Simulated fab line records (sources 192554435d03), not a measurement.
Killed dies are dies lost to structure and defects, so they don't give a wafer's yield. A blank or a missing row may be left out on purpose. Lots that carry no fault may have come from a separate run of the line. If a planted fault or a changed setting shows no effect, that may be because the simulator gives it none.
Chamber matching    flow n5-finfet    N5_BEOL_M0_SAQP_SPACER2_ETCHBACK_27 on rie-diel-01 has 4 sister chambers
The step etches SiO2 in CHF3/O2, target depth 22.5 nm, time 11.25 s. 8 wafers are shown with their chamber, then 10 later ones without.

== EACH WAFER AND ITS CHAMBER ==
wafer   chamber  drypump-motor-current-A (A)  rf-vpp-V (V)
L086.6  2        5.6                          520
L088.5  0        6.0                          539
L088.6  1        5.7                          515
L089.1  0        6.0                          542
L089.3  3        6.3                          487
L089.5  3        6.4                          487
L090.4  2        5.6                          519
L090.5  1        5.7                          516

== WAFERS WITH NO CHAMBER GIVEN ==
wafer   drypump-motor-current-A (A)  rf-vpp-V (V)
L090.6  6.0                          540
L091.2  5.7                          515
L091.4  6.0                          540
L091.6  5.7                          515
L092.1  6.3                          487
L092.2  5.7                          517
L092.3  5.6                          518
L094.1  5.7                          516
L094.4  6.0                          541
L094.5  6.3                          487

== CHAMBER TAKEN BY EACH ==
wafer   from the rows above  in truth
L090.6  0                    0
L091.2  1                    1
L091.4  0                    0
L091.6  1                    1
L092.1  3                    3
L092.2  1                    1
L092.3  2                    2
L094.1  1                    1
L094.4  0                    0
L094.5  3                    3
Placed correctly: 10 of 10. Not placeable from these rows: 0. Number placed wrongly: 0.
How it was worked out, from the rows above alone: a wafer's distance from a chamber is the root of the sum, over the readings, of the square of ((its reading less the chamber's mean) divided by the reading's scatter). The wafer belongs to the nearest chamber; if the next one is less than 2 further off, it can't be placed. Each chamber's mean is taken over the wafers shown for it. How the scatter is found: for the shown wafers, subtract from each reading the mean of its chamber, square and add these, divide the total by (wafers less chambers), then take the root.
